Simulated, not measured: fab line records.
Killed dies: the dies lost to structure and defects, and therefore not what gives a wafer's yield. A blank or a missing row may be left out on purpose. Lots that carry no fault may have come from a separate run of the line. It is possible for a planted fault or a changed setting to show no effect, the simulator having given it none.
Matching of chambers | flow nand-harc | NHARC_P_M2_CMP_23 on cmp-01 has 4 sister chambers
The step polishes, t overpolish 20 s, target thk 144.3 nm. 20 wafers are shown with their chamber, then 10 later ones without.

== EACH WAFER AND ITS CHAMBER ==
wafer  | chamber | motor-current-A (A) | time-to-endpoint-s (s)
L074.2 | 0       | 15.3                | 30.5
L074.3 | 3       | 11.6                | 28.6
L074.6 | 0       | 14.5                | 26.8
L079.3 | 1       | 10.3                | 30.4
L079.5 | 3       | 11.4                | 29.2
L079.6 | 0       | 14.3                | 28.8
L083.1 | 0       | 14.1                | 28.4
L083.2 | 3       | 11.0                | 28.9
L083.6 | 0       | 14.1                | 27.3
L084.4 | 3       | 11.9                | 29.7
L084.5 | 3       | 11.6                | 31.0
L084.6 | 0       | 14.7                | 28.6
L084.1 | 1       | 10.1                | 28.8
L084.2 | 2       | 12.3                | 28.9
L084.3 | 0       | 14.4                | 27.8
L085.2 | 0       | 15.7                | 31.7
L085.5 | 1       | 9.8                 | 26.8
L085.6 | 2       | 12.7                | 30.1
L087.2 | 2       | 12.5                | 30.7
L087.5 | 2       | 13.0                | 30.8

SIGNATURES (means of the wafers above)
reading            | chamber 0 | chamber 1 | chamber 2 | chamber 3 | scatter within a chamber
motor-current-A    | 14.637    | 10.067    | 12.625    | 11.500    | 0.445
time-to-endpoint-s | 28.738    | 28.667    | 30.125    | 29.480    | 1.39
Rule: for a wafer and a chamber, the distance is found by dividing, reading by reading, the gap between the wafer's reading and the chamber's mean by the reading's scatter, squaring, summing and taking the root. The wafer belongs to the nearest chamber; if the next one is less than 2 further off, it can't be placed. The scatter is the square root of a quotient: the sum, over the shown wafers, of each reading's squared deviation from its chamber's mean, divided by wafers minus chambers.

== WAFERS WHOSE CHAMBER IS MISSING ==
wafer  | motor-current-A (A) | time-to-endpoint-s (s)
L087.6 | 10.3                | 29.5
L092.2 | 11.7                | 28.1
L092.3 | 12.8                | 29.1
L092.5 | 11.1                | 29.1
L092.1 | 14.0                | 28.3
L092.4 | 10.4                | 27.0
L092.6 | 12.7                | 29.5
L094.1 | 11.6                | 31.8
L094.2 | 14.4                | 32.3
L094.6 | 14.1                | 34.1

== CHAMBER TAKEN BY EACH ==
wafer  | from the rows above     | in truth
L087.6 | can't be placed: 1 or 3 | 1
L092.2 | can't be placed: 3 or 2 | 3
L092.3 | 2                       | 2
L092.5 | can't be placed: 3 or 1 | 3
L092.1 | can't be placed: 0 or 2 | 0
L092.4 | can't be placed: 1 or 3 | 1
L092.6 | 2                       | 2
L094.1 | can't be placed: 3 or 2 | 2
L094.2 | can't be placed: 0 or 2 | 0
L094.6 | can't be placed: 0 or 2 | 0
Correct placement for 2 of the 10. Can't be placed from these rows: 8 (the true chamber is among the candidates in 8). 0 placed wrongly.
